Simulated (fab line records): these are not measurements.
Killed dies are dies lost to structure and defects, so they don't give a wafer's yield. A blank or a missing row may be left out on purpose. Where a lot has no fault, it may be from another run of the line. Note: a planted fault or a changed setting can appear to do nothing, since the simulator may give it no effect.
The tool behind it: which one?	flow nand-harc	7 lots with 20 wafers sampled at 3 steps, on a route of 1159 steps

== WHAT EACH GAUGE READ, for each wafer ==
NHARC_A_ONON_D1_THK_MEAS_11: measures by ellipsometry.
lot	measured	on	thk-nm (nm)
L138	day 8 05:30	film-metro-02	1005 1004 1004
L139	day 8 09:22	film-metro-02	996 994 998
L144	day 9 13:14	film-metro-02	1540 1003
L152	day 11 16:47	film-metro-02	999 998 998
L155	day 11 23:31	film-metro-02	992 990 992
L158	day 12 22:57	film-metro-01	990 990 991
L160	day 13 03:01	film-metro-01	1003 1002 1003

== WHAT TOOL EACH LOT RAN ON (gives the tool, then ch and the chambers of the sampled wafers, and finally the start) ==
lot	NHARC_P_BONDPAD_PRE_CLEAN_26	NHARC_A_ONON_D1_DEP_09
L138	pvd-sputter-01, day 7 05:10 or earlier	pecvd-onon-04 ch 0, day 8 04:59
L139	pvd-sputter-03, day 7 08:23 or earlier	pecvd-onon-03 ch 0, day 8 08:52
L144	pvd-sputter-01, day 8 13:13 or earlier	pecvd-onon-03 ch 0, day 9 12:58
L152	pvd-sputter-02, day 10 16:00 or earlier	pecvd-onon-04 ch 0, day 11 16:23
L155	pvd-sputter-03, day 11 00:02 or earlier	pecvd-onon-04 ch 0, day 11 22:59
L158	pvd-sputter-03, day 11 21:58 or earlier	pecvd-onon-04 ch 0, day 12 22:28
L160	pvd-sputter-02, day 12 02:15 or earlier	pecvd-onon-02 ch 0, day 13 02:33
- NHARC_P_BONDPAD_PRE_CLEAN_26: time 30 s.
- NHARC_A_ONON_D1_DEP_09: target thk 1000 nm.

== THE ANSWER, worked out from the rows above alone ==
Rule: usual is defined by the lots themselves. Put in order of their means at a reading, lots are off if they are a third of the lots or fewer, leave a main group of 4 or more, and stand apart from it by a gap of 3 or more times the standard deviation of the main group's means; of several such gaps the widest counts. Not used: any main group whose means are identical at the precision the tables above print for the reading. A lot without any number at a reading at which 4 lots or more have one is off too. The other lots that the step has rows for count as sound.
Off: L144, at NHARC_A_ONON_D1_THK_MEAS_11 (thk-nm). The main group has a mean of 997 nm with a standard deviation of 5.2.
A tool fits if, at a process step before that reading, it ran every lot that is off, and no sound lot after the first of them. Gauges at NHARC_A_ONON_D1_THK_MEAS_11: tried the same way as those tools. NHARC_P_BONDPAD_PRE_CLEAN_26: start missing for some lots; hours and lot order therefore follow NHARC_A_ZERO_WELL_CD_MEAS_10. Can't be told from this: 2 tools fit, pvd-sputter-01 at NHARC_P_BONDPAD_PRE_CLEAN_26, pecvd-onon-03 at NHARC_A_ONON_D1_DEP_09.

== WHAT THE SIMULATOR HAD PUT IN ==
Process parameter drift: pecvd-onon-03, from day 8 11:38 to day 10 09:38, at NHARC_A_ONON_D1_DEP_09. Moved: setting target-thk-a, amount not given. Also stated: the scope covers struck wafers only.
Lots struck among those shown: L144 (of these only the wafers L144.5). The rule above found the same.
